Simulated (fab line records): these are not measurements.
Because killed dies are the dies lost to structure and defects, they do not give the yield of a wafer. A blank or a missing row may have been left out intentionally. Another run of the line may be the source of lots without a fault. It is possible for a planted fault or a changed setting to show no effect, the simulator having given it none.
Chamber matching    flow nandHarc    NHARC_A_CONTACT_DESCUM_13 on rieDiel-03: 4 sister chambers
The step chemistry O2, time 3 s. 8 wafers are shown with their chamber, then 9 later ones without.

WAFERS WITH THEIR CHAMBER
wafer   chamber  drypumpMotorCurrentA (A)  oesProductAu (a.u.)
L084.1  2        5.8                       0.985
L087.2  0        5.9                       1.013
L086.2  0        5.9                       1.005
L086.5  1        5.1                       1.005
L086.6  2        5.9                       1.000
L090.1  1        5.0                       0.995
L090.3  3        5.9                       0.984
L090.5  3        5.9                       0.977

WAFERS WITH NO CHAMBER GIVEN
wafer   drypumpMotorCurrentA (A)  oesProductAu (a.u.)
L088.1  5.9                       0.982
L088.2  5.9                       0.998
L088.4  5.1                       0.992
L089.3  5.1                       0.990
L089.4  5.9                       0.997
L089.6  5.9                       1.006
L092.1  5.1                       0.993
L092.4  5.9                       0.995
L092.5  5.1                       0.992

WHICH CHAMBER EACH WENT THROUGH
wafer   from the rows above           in truth
L088.1  can't be placed: 3 or 2       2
L088.2  can't be placed: 2 or 0 or 3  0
L088.4  1                             1
L089.3  1                             1
L089.4  can't be placed: 2 or 0 or 3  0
L089.6  can't be placed: 0 or 2       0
L092.1  1                             1
L092.4  can't be placed: 2 or 0 or 3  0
L092.5  1                             1
Correctly placed: 4 of 9. Unplaceable from these rows: 5, with the true chamber sitting among the candidates in 5. Wrongly placed: 0.
How it was worked out, from the rows above alone: a wafer's distance from a chamber is the root of the sum, over the readings, of the square of ((its reading less the chamber's mean) divided by the reading's scatter). The wafer belongs to the nearest chamber; if the next one is less than 2 further off, it can't be placed. The mean given for a chamber averages the wafers shown for that chamber. The scatter: the root of (the sum of the squares of (reading less its chamber's mean) over the shown wafers, divided by (wafers less chambers)).
